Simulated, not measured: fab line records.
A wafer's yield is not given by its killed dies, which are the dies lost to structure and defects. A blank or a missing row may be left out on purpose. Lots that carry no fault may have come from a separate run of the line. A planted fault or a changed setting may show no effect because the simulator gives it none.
Chamber matching -- flow nandHarc -- 4 sister chambers for NHARC_A_BLC_DESCUM_15 on rieDiel-06
The step chemistry O2, time 3 s. 8 wafers are shown with their chamber, then 7 later ones without.

## WAFERS WITH THEIR CHAMBER
wafer,chamber,drypumpMotorCurrentA (A),oesProductAu (a.u.)
L082.2,2,5.2,0.985
L087.3,1,5.9,1.001
L086.6,0,5.6,0.990
L090.1,3,6.0,0.986
L090.4,0,5.6,0.984
L090.6,2,5.2,0.991
L089.2,3,6.0,0.993
L089.4,1,6.0,0.998

## WAFERS WHOSE CHAMBER IS MISSING
wafer,drypumpMotorCurrentA (A),oesProductAu (a.u.)
L089.5,5.2,0.999
L091.1,6.0,0.989
L091.2,6.0,1.004
L091.3,5.2,0.990
L096.1,6.0,1.003
L096.5,5.6,0.997
L096.6,6.0,1.002

## WHICH CHAMBER EACH ONE RAN IN
wafer,from the rows above,in truth
L089.5,2,2
L091.1,3,3
L091.2,can't be placed: 1 or 3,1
L091.3,2,2
L096.1,can't be placed: 1 or 3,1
L096.5,0,0
L096.6,can't be placed: 1 or 3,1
4 of 7 placed correctly. Unplaceable from these rows: 3, with the true chamber sitting among the candidates in 3. Number placed wrongly: 0.
How it was worked out, from the rows above alone: a wafer's distance from a chamber is the root of the sum, over the readings, of the square of ((its reading less the chamber's mean) divided by the reading's scatter). If the next closest chamber is less than 2 further off than the closest, the wafer can't be placed; otherwise it belongs to the closest. For every chamber, the mean is computed from those of its wafers that are shown. How the scatter is found: for the shown wafers, subtract from each reading the mean of its chamber, square and add these, divide the total by (wafers less chambers), then take the root.
